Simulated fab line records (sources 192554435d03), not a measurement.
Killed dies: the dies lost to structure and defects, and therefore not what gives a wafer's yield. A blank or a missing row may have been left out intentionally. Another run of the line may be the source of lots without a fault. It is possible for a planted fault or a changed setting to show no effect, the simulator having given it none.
Lot-split experiment + flow n5_finfet + route with 1938 steps; 7 lots, 21 wafers read

## THE SPLIT
At N5_FIN_SAQP_SPACER1_ALD_24 (deposits SiO2, target thk 20.3 nm, pulse time 1 s, purge time 2 s), the setting ald_cycles was moved away from the recipe's 218 on 5 of the 21 wafers read, by -10.6% to +11.9%. The other wafers ran this setting at the recipe's value.

## FROM THE SPLIT TO THE READING: what the file shows between them, 2 steps
- N5_FIN_SAQP_SPACER1_ETCHBACK_25: etches SiO2 in CHF3/O2, target depth 24.4 nm, time 12.2 s
- N5_FIN_SAQP_MANDREL1_REMOVE_56: chemistry HBr/Cl2/O2, target a-Si, stops on SiNx, bt time 10 s

## THE READING
At N5_FIN_SAQP_CD_MEAS_27: cd_nm in nanometres, against a target cd of 20 nm. A value of 20.36 nm with a standard deviation of 0.23 nm is what fault-free wafers of this fab line usually give.

| wafer  | tool, chamber at the split | ald_cycles as run | against the recipe | cd_nm, nm | against lot-mates on the recipe |
|--------|----------------------------|-------------------|--------------------|-----------|---------------------------------|
| L076.2 | ald_sin-02, 0,1            | 218               | recipe             | 20.63     | -                               |
| L076.5 | ald_sin-02, 0,1            | 218               | recipe             | 20.15     | -                               |
| L076.6 | ald_sin-02, 2              | 195               | -10.6%             | 17.74     | -2.65                           |
| L079.1 | ald_sin-01, 2,3            | 218               | recipe             | 19.99     | -                               |
| L079.2 | ald_sin-01, 2,3            | 218               | recipe             | 20.69     | -                               |
| L079.3 | ald_sin-01, 1              | 230               | +5.5%              | 21.68     | +1.34                           |
| L080.1 | ald_sin-01, 2,0            | 218               | recipe             | 20.23     | -                               |
| L080.3 | ald_sin-01, 1              | 244               | +11.9%             | 22.84     | +2.50                           |
| L080.6 | ald_sin-01, 2,0            | 218               | recipe             | 20.46     | -                               |
| L083.4 | ald_sin-03, 0,3            | 218               | recipe             | 20.43     | -                               |
| L083.5 | ald_sin-03, 0,3            | 218               | recipe             | 20.03     | -                               |
| L083.6 | ald_sin-03, 2              | 218               | recipe             | 20.61     | -                               |
| L086.2 | ald_sin-02, 1,0            | 198               | -9.2%              | 18.47     | -2.02                           |
| L086.3 | ald_sin-02, 1,0            | 198               | -9.2%              | 19.06     | -1.43                           |
| L086.4 | ald_sin-02, 2              | 218               | recipe             | 20.49     | -                               |
| L091.1 | ald_sin-02, 3,0,1          | 218               | recipe             | 20.23     | -                               |
| L091.2 | ald_sin-02, 3,0,1          | 218               | recipe             | 20.35     | -                               |
| L091.3 | ald_sin-02, 3,0,1          | 218               | recipe             | 20.64     | -                               |
| L092.3 | ald_sin-02, 2,0,0          | 218               | recipe             | 20.40     | -                               |
| L092.4 | ald_sin-02, 2,0,0          | 218               | recipe             | 20.31     | -                               |
| L092.5 | ald_sin-02, 2,0,0          | 218               | recipe             | 20.49     | -                               |
Where a row lists several chambers, the file gives one row for several wafers and doesn't say which wafer went through which chamber.

THE FIT
A straight line over all 21 wafers: cd_nm changes by +0.208 nm for each +1% of ald_cycles; r = +0.97; the points scatter about the line by 0.26 nm.
The same after taking each lot's own level away (the mean of its wafers on the recipe; 21 wafers): +0.214 nm for each +1%; r = +0.97; scatter 0.24 nm.
According to that fit, moving ald_cycles by its largest amount changes the reading by 2.6 nm.
Across the lots, their own levels run from 20.340 to 20.490 nm, a range of 0.7 times the standard deviation given above.
Hence the lot-to-lot level has little effect on the slope; both slopes agree.
Check: with one of the wafers moved furthest among these (+11.9%) left out of the fit, the line predicts +2.61 nm for it against its lot-mates. Against them it came out at +2.5 nm.

## THE OTHER SPLITS THESE WAFERS WENT THROUGH
Note: prior to the reading, these wafers also went through further splits. Each is held against what the fit with the lots' levels taken away leaves over:
| other split on the same wafers          | wafers away from the commonest value | r with cd_nm (lot level and that fit taken away) |
|-----------------------------------------|--------------------------------------|--------------------------------------------------|
| N5_ZERO_LAYER_EXPOSE_08 dose_mj         | 6                                    | +0.12                                            |
| N5_ZERO_LAYER_DEVELOP_10 develop_time_s | 7                                    | -0.37                                            |

## THE WHOLE CHAIN: every reading that the file lists as answering this split, in the file's order
| step                           | what it does                                                      | reading                                                                                 | change (the file's fit)               | r (the file's) |
|--------------------------------|-------------------------------------------------------------------|-----------------------------------------------------------------------------------------|---------------------------------------|----------------|
| N5_FIN_SAQP_SPACER1_ALD_24     | deposits SiO2, target thk 20.3 nm, pulse time 1 s, purge time 2 s | SiO2_of_FIN_SAQP_SPACER1_ALD_24.thk_nm (the simulator's own value, which no gauge read) | +0.204 nm for each +1% of the setting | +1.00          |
| N5_FIN_SAQP_MANDREL1_REMOVE_56 | chemistry HBr/Cl2/O2, target a-Si, stops on SiNx, bt time 10 s    | FIN_SAQP.cd_nm (the simulator's own value, which no gauge read)                         | +0.209 nm for each +1% of the setting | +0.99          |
| N5_FIN_SAQP_CD_MEAS_27         | target cd 20 nm                                                   | cd_nm                                                                                   | +0.22 nm for each +1% of the setting  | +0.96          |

## FILE'S OWN FIT
cd_nm changes by +0.22 nm for each +1% of ald_cycles, r = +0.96.
